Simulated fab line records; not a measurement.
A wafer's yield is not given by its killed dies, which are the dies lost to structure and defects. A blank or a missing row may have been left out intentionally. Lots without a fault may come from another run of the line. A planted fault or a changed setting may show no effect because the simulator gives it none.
Chamber matching | flow n5 finfet | N5_BEOL_M0_STRIP_104 on rie diel-02: 4 sister chambers
The step strips in N2/H2. 4 wafers are shown with their chamber, then 8 later ones without.

WAFERS WITH THEIR CHAMBER
wafer  | chamber | drypump motor current A (A)
L079.1 | 2       | 5.7
L080.5 | 0       | 5.3
L089.5 | 1       | 5.9
L091.1 | 3       | 5.9

WAFERS WHOSE CHAMBER IS MISSING
wafer  | drypump motor current A (A)
L091.2 | 5.3
L091.4 | 5.9
L096.3 | 5.8
L096.5 | 5.9
L096.6 | 5.8
L097.2 | 5.9
L097.3 | 5.3
L097.5 | 5.3

CHAMBER TAKEN BY EACH
wafer  | from the rows above          | in truth
L091.2 | 0                            | 0
L091.4 | can't be placed: 1 or 3      | 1
L096.3 | can't be placed: 2 or 1 or 3 | 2
L096.5 | can't be placed: 1 or 3      | 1
L096.6 | can't be placed: 2 or 1 or 3 | 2
L097.2 | can't be placed: 1 or 3      | 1
L097.3 | 0                            | 0
L097.5 | 0                            | 0
3 of 8 placed correctly. Unplaceable from these rows: 5, with the true chamber sitting among the candidates in 5. Wrongly placed: 0.
How it was worked out, from the rows above alone: a wafer's distance from a chamber is the root of the sum, over the readings, of the square of ((its reading less the chamber's mean) divided by the reading's scatter). If the next closest chamber is less than 2 further off than the closest, the wafer can't be placed; otherwise it belongs to the closest. The mean given for a chamber averages the wafers shown for that chamber. The scatter: root of mean squared gap, hidden wafer to nearest shown wafer, with one shown wafer a chamber.
